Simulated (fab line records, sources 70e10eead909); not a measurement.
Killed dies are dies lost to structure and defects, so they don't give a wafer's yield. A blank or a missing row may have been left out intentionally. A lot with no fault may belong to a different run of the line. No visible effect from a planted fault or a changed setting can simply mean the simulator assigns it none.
A struck lot beside a sound one	flow nand-harc	14 out of 1302 route steps
Sound: wafers L236.4, L236.5, L236.6. Struck: wafer L242.3. (L242.5 of the same lot was not struck and is left out.) The cause comes at the end.
Per side, at each step with rows, come the tool, then ch with its chambers, and then its first start. Under that, the readings that differ: sound wafers	struck wafers	difference of the means	sigmas: that difference in standard deviations of wafers without a fault.
alike: readings with means less than 2 such deviations apart, plus words and numbers identical on both sides. not compared: withheld readings, readings lacking a value on some wafer, bounds such as >300 that could conceal the same value, and numbers that have no deviation in the record and whose values overlap.
The two part at a step that has a row with sigmas, a row that says differs or no value, or rows on one side only. Numbers that have no deviation but don't overlap get no sigmas and don't part them. A reading that every wafer of one side lacks parts them only if that side has two wafers or more.

first, 8 steps without rows for these wafers: NHARC_A_CONTACT_COAT_34 (time 75 s); NHARC_A_CONTACT_COAT_35 (time 65 s); NHARC_A_CONTACT_COAT_36 (resist thk 90 nm); NHARC_A_CONTACT_SOFTBAKE_37 (time 55 s); NHARC_A_CONTACT_EBR_38; NHARC_A_CONTACT_EXPOSE_39 (exposes mask A CC 3); NHARC_A_CONTACT_PEB_40 (peb time 65 s); NHARC_A_CONTACT_DEVELOP_41 (develop time 35 s).
NHARC_A_CONTACT_CD_MEAS_42: the cd target is 300 nm.
  sound on cd-sem-03 ch 0, day 20 15:22; struck on cd-sem-02 ch 0, day 23 20:28
  alike: cd-nm
NHARC_A_CONTACT_OVL_MEAS_43:
  struck on overlay-02, day 23 20:33; sound on overlay-01, day 20 15:27
  alike: overlay-x-nm, overlay-y-nm
NHARC_A_CONTACT_INSPECT_44:
  struck on defect-inspect-01, day 23 20:35; sound on defect-inspect-02, day 20 15:29
  alike: raw-defect-count
NHARC_A_CONTACT_DESCUM_47: chemistry O2, time 3 s.
  sound on rie-diel-07 ch 0,1,2, day 20 15:34; struck on rie-diel-07 ch 3, day 23 20:38
reading	sound	struck	difference	sigmas
rf-vpp-V (V)	58.2 57.5 58.7	55.4	-2.7	-3
  alike: drypump-motor-current-A, oes-product-au, showerhead-plenum-p-Torr, throttle-valve-pct
  not compared: rf-hours-counter-h
NHARC_A_CONTACT_ETCH_48: etches the open film in CF4, target depth 39 nm, time 65 s.
  sound on rie-diel-07 ch 2,3, day 20 15:38; struck on rie-diel-07 ch 2, day 23 20:45
reading	sound	struck	difference	sigmas
run-length-s (s)	85.6 86.5 85.9	68.8	-17.2	-40
  alike: drypump-motor-current-A, oes-product-au, rf-vpp-V, showerhead-plenum-p-Torr, throttle-valve-pct
  not compared: rf-hours-counter-h
NHARC_A_CONTACT_ETCH_49: etches the open film in N2/H2, target depth 260 nm, time 475.3 s.
  sound: rie-diel-07 ch 0,1,3; struck: rie-diel-07 ch 0
  alike: drypump-motor-current-A, oes-product-au, rf-vpp-V, run-length-s, showerhead-plenum-p-Torr, throttle-valve-pct
  not compared: rf-hours-counter-h

WHERE THEY PART
At NHARC_A_CONTACT_DESCUM_47 first; at NHARC_A_CONTACT_ETCH_48 last (within this record only). Later steps at which nothing parts them and some readings are alike: NHARC_A_CONTACT_ETCH_49.

WHY: the cause the simulator had injected
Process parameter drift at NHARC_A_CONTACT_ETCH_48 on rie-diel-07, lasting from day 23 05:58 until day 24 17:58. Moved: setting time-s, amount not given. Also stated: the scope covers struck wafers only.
